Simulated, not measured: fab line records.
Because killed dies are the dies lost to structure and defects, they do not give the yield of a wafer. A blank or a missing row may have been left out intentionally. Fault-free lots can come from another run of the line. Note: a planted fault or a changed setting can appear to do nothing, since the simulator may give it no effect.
Check of tool commonality || flow n5_finfet || Lots sampled 7, wafers sampled 21

== REASON FOR OPENING ==
At N5_BEOL_M0_OCD_MEAS_108 the reading trench_depth_nm is flagged on 2 of 7 lots. No-fault wafers: 32.9 nm, standard deviation 0.56.
Rule: a lot is flagged in two cases, either no wafer of it has a number, or all its wafers with numbers fall more than 4 standard deviations from that mean. The rest of the lots are taken to be sound.

{"lot": "L225", "measured": "day 6 20:02", "on": "ocd-02", "trench_depth_nm (nm), wafer by wafer": "0.1 0 0.5", "flag": "FLAGGED"}
{"lot": "L226", "measured": "day 6 20:34", "on": "ocd-02", "trench_depth_nm (nm), wafer by wafer": "0.1 0 0", "flag": "FLAGGED"}
{"lot": "L236", "measured": "day 9 15:20", "on": "ocd-01", "trench_depth_nm (nm), wafer by wafer": "32.7 33.3 32.0", "flag": ""}
{"lot": "L237", "measured": "day 10 02:22", "on": "ocd-01", "trench_depth_nm (nm), wafer by wafer": "33.2 32.3 33.6", "flag": ""}
{"lot": "L238", "measured": "day 10 13:08", "on": "ocd-02", "trench_depth_nm (nm), wafer by wafer": "32.8 32.4 32.3", "flag": ""}
{"lot": "L240", "measured": "day 10 19:41", "on": "ocd-02", "trench_depth_nm (nm), wafer by wafer": "32.4 32.9 32.4", "flag": ""}
{"lot": "L244", "measured": "day 11 17:12", "on": "ocd-02", "trench_depth_nm (nm), wafer by wafer": "33.6 32.4 32.7", "flag": ""}
On average the flagged lots' numbers are 0.1 nm, which is -32.8 nm against the usual, or -59 standard deviations.

== LOT BY LOT: THE TOOL USED ==
Before the reading, the record contains 5 process steps out of a 1938-step route. Cell contents, in order: the tool; ch with the chambers the sampled wafers went through; the start.
{"lot": "L225", "flag": "FLAGGED", "N5_BEOL_M0_SAQP_DESCUM_45": "rie_diel-02 ch 0,2, day 6 14:07", "N5_BEOL_M0_SAQP_ETCH_88": "rie_diel-02 ch 0,2, day 6 14:09", "N5_BEOL_M0_CUTY_ETCH_63": "rie_diel-01 ch 1,2,3, day 6 15:39", "N5_BEOL_M0_HM_OPEN_105": "rie_metal-01 ch 0,1, day 6 19:33", "N5_BEOL_M0_ETCH_128": "rie_diel-03 ch 0,2,3, day 6 19:53"}
{"lot": "L226", "flag": "FLAGGED", "N5_BEOL_M0_SAQP_DESCUM_45": "rie_diel-02 ch 1,2,3, day 6 16:46", "N5_BEOL_M0_SAQP_ETCH_88": "rie_diel-02 ch 1,2,3, day 6 16:49", "N5_BEOL_M0_CUTY_ETCH_63": "rie_diel-03 ch 0,2,3, day 6 18:14", "N5_BEOL_M0_HM_OPEN_105": "rie_metal-03 ch 0,1, day 6 19:44", "N5_BEOL_M0_ETCH_128": "rie_diel-03 ch 0,2,3, day 6 20:26"}
{"lot": "L236", "flag": "", "N5_BEOL_M0_SAQP_DESCUM_45": "rie_diel-02 ch 0,1,2, day 9 10:14", "N5_BEOL_M0_SAQP_ETCH_88": "rie_diel-02 ch 0,1,2, day 9 10:16", "N5_BEOL_M0_CUTY_ETCH_63": "rie_diel-03 ch 0,1,2, day 9 11:35", "N5_BEOL_M0_HM_OPEN_105": "rie_metal-01 ch 0,1, day 9 14:21", "N5_BEOL_M0_ETCH_128": "rie_diel-01 ch 2,3, day 9 15:11"}
{"lot": "L237", "flag": "", "N5_BEOL_M0_SAQP_DESCUM_45": "rie_diel-05 ch 0,1,3, day 9 20:07", "N5_BEOL_M0_SAQP_ETCH_88": "rie_diel-05 ch 0,1,3, day 9 20:09", "N5_BEOL_M0_CUTY_ETCH_63": "rie_diel-03 ch 0,1,3, day 9 21:35", "N5_BEOL_M0_HM_OPEN_105": "rie_metal-03 ch 0,1, day 10 01:26", "N5_BEOL_M0_ETCH_128": "rie_diel-03 ch 0,1,3, day 10 02:13"}
{"lot": "L238", "flag": "", "N5_BEOL_M0_SAQP_DESCUM_45": "rie_diel-02 ch 1,2,3, day 10 09:58", "N5_BEOL_M0_SAQP_ETCH_88": "rie_diel-02 ch 1,2,3, day 10 09:59", "N5_BEOL_M0_CUTY_ETCH_63": "rie_diel-04 ch 1,2, day 10 12:04", "N5_BEOL_M0_HM_OPEN_105": "rie_metal-01 ch 0,1, day 10 12:18", "N5_BEOL_M0_ETCH_128": "rie_diel-04 ch 1,2, day 10 12:58"}
{"lot": "L240", "flag": "", "N5_BEOL_M0_SAQP_DESCUM_45": "rie_diel-05 ch 0,1,2, day 10 13:36", "N5_BEOL_M0_SAQP_ETCH_88": "rie_diel-05 ch 0,1,2, day 10 13:38", "N5_BEOL_M0_CUTY_ETCH_63": "rie_diel-03 ch 0,2, day 10 15:06", "N5_BEOL_M0_HM_OPEN_105": "rie_metal-01 ch 0,1, day 10 19:05", "N5_BEOL_M0_ETCH_128": "rie_diel-03 ch 1,3, day 10 19:32"}
{"lot": "L244", "flag": "", "N5_BEOL_M0_SAQP_DESCUM_45": "rie_diel-06 ch 2,3, day 11 14:36", "N5_BEOL_M0_SAQP_ETCH_88": "rie_diel-06 ch 2,3, day 11 14:38", "N5_BEOL_M0_CUTY_ETCH_63": "rie_diel-01 ch 0,2,3, day 11 16:06", "N5_BEOL_M0_HM_OPEN_105": "rie_metal-03 ch 0,1, day 11 16:31", "N5_BEOL_M0_ETCH_128": "rie_diel-03 ch 0,3, day 11 17:04"}
What these steps do:
- N5_BEOL_M0_SAQP_DESCUM_45: chemistry O2, time 7 s.
- N5_BEOL_M0_SAQP_ETCH_88: etches underlayer in N2/H2, target depth 6.5 nm, time 5.2 s.
- N5_BEOL_M0_CUTY_ETCH_63: etches SOC in N2/H2, target depth 82.7 nm, overetch 16.5 nm, time 124 s.
- N5_BEOL_M0_HM_OPEN_105: chemistry Cl2/BCl3, target TiN, target depth 12 nm.
- N5_BEOL_M0_ETCH_128: etches SiCN in CF4/N2, target depth 12 nm, overetch 5.1 nm, time 21.4 s.
- N5_BEOL_M0_OCD_MEAS_108

== FLAGGED OVER TOTAL, TOOL BY TOOL (the gauges that took the reading come last) ==
{"step": "N5_BEOL_M0_SAQP_DESCUM_45", "tool": "rie_diel-02", "lots run": 4, "flagged": 2, "share of the flagged lots": "all", "sound lots run after its first flagged lot": "2 (L236,L238)"}
{"step": "N5_BEOL_M0_SAQP_DESCUM_45", "tool": "rie_diel-05", "lots run": 2, "flagged": 0, "share of the flagged lots": "none", "sound lots run after its first flagged lot": "-"}
{"step": "N5_BEOL_M0_SAQP_DESCUM_45", "tool": "rie_diel-06", "lots run": 1, "flagged": 0, "share of the flagged lots": "none", "sound lots run after its first flagged lot": "-"}
{"step": "N5_BEOL_M0_SAQP_ETCH_88", "tool": "rie_diel-02", "lots run": 4, "flagged": 2, "share of the flagged lots": "all", "sound lots run after its first flagged lot": "2 (L236,L238)"}
{"step": "N5_BEOL_M0_SAQP_ETCH_88", "tool": "rie_diel-05", "lots run": 2, "flagged": 0, "share of the flagged lots": "none", "sound lots run after its first flagged lot": "-"}
{"step": "N5_BEOL_M0_SAQP_ETCH_88", "tool": "rie_diel-06", "lots run": 1, "flagged": 0, "share of the flagged lots": "none", "sound lots run after its first flagged lot": "-"}
{"step": "N5_BEOL_M0_CUTY_ETCH_63", "tool": "rie_diel-01", "lots run": 2, "flagged": 1, "share of the flagged lots": "some", "sound lots run after its first flagged lot": "1 (L244)"}
{"step": "N5_BEOL_M0_CUTY_ETCH_63", "tool": "rie_diel-03", "lots run": 4, "flagged": 1, "share of the flagged lots": "some", "sound lots run after its first flagged lot": "3 (L236,L237,L240)"}
{"step": "N5_BEOL_M0_CUTY_ETCH_63", "tool": "rie_diel-04", "lots run": 1, "flagged": 0, "share of the flagged lots": "none", "sound lots run after its first flagged lot": "-"}
{"step": "N5_BEOL_M0_HM_OPEN_105", "tool": "rie_metal-01", "lots run": 4, "flagged": 1, "share of the flagged lots": "some", "sound lots run after its first flagged lot": "3 (L236,L238,L240)"}
{"step": "N5_BEOL_M0_HM_OPEN_105", "tool": "rie_metal-03", "lots run": 3, "flagged": 1, "share of the flagged lots": "some", "sound lots run after its first flagged lot": "2 (L237,L244)"}
{"step": "N5_BEOL_M0_ETCH_128", "tool": "rie_diel-01", "lots run": 1, "flagged": 0, "share of the flagged lots": "none", "sound lots run after its first flagged lot": "-"}
{"step": "N5_BEOL_M0_ETCH_128", "tool": "rie_diel-03", "lots run": 5, "flagged": 2, "share of the flagged lots": "all", "sound lots run after its first flagged lot": "3 (L237,L240,L244)"}
{"step": "N5_BEOL_M0_ETCH_128", "tool": "rie_diel-04", "lots run": 1, "flagged": 0, "share of the flagged lots": "none", "sound lots run after its first flagged lot": "-"}
{"step": "N5_BEOL_M0_OCD_MEAS_108", "tool": "ocd-01", "lots run": 2, "flagged": 0, "share of the flagged lots": "none", "sound lots run after its first flagged lot": "-"}
{"step": "N5_BEOL_M0_OCD_MEAS_108", "tool": "ocd-02", "lots run": 5, "flagged": 2, "share of the flagged lots": "all", "sound lots run after its first flagged lot": "3 (L238,L240,L244)"}

== WHAT THE TABLE PERMITS ==
4 rows of the table ran every flagged lot: rie_diel-02 at N5_BEOL_M0_SAQP_DESCUM_45, rie_diel-02 at N5_BEOL_M0_SAQP_ETCH_88, rie_diel-03 at N5_BEOL_M0_ETCH_128, ocd-02 at N5_BEOL_M0_OCD_MEAS_108.
- rie_diel-02 at N5_BEOL_M0_SAQP_DESCUM_45: 2 of its 4 lots flagged. Sound lots followed the first flagged one (L236, L238) on it, something a lasting fault affecting the whole tool could not allow.
- rie_diel-02 at N5_BEOL_M0_SAQP_ETCH_88: 2 of its 4 lots flagged. Sound lots followed the first flagged one (L236, L238) on it, something a lasting fault affecting the whole tool could not allow.
- rie_diel-03 at N5_BEOL_M0_ETCH_128: 2 of its 5 lots flagged. Sound lots followed the first flagged one (L237, L240, L244) on it, something a lasting fault affecting the whole tool could not allow. Its own readings (oes_product_au) fall more than 4 standard deviations out on all wafers of the flagged lots.
- ocd-02 at N5_BEOL_M0_OCD_MEAS_108: 2 of its 5 lots flagged. Sound lots followed the first flagged one (L238, L240, L244) on it, something a lasting fault affecting the whole tool could not allow.
None of the table's rows ran every flagged lot and, after the first, no sound lot.

== WHAT THE SIMULATOR PUT IN ==
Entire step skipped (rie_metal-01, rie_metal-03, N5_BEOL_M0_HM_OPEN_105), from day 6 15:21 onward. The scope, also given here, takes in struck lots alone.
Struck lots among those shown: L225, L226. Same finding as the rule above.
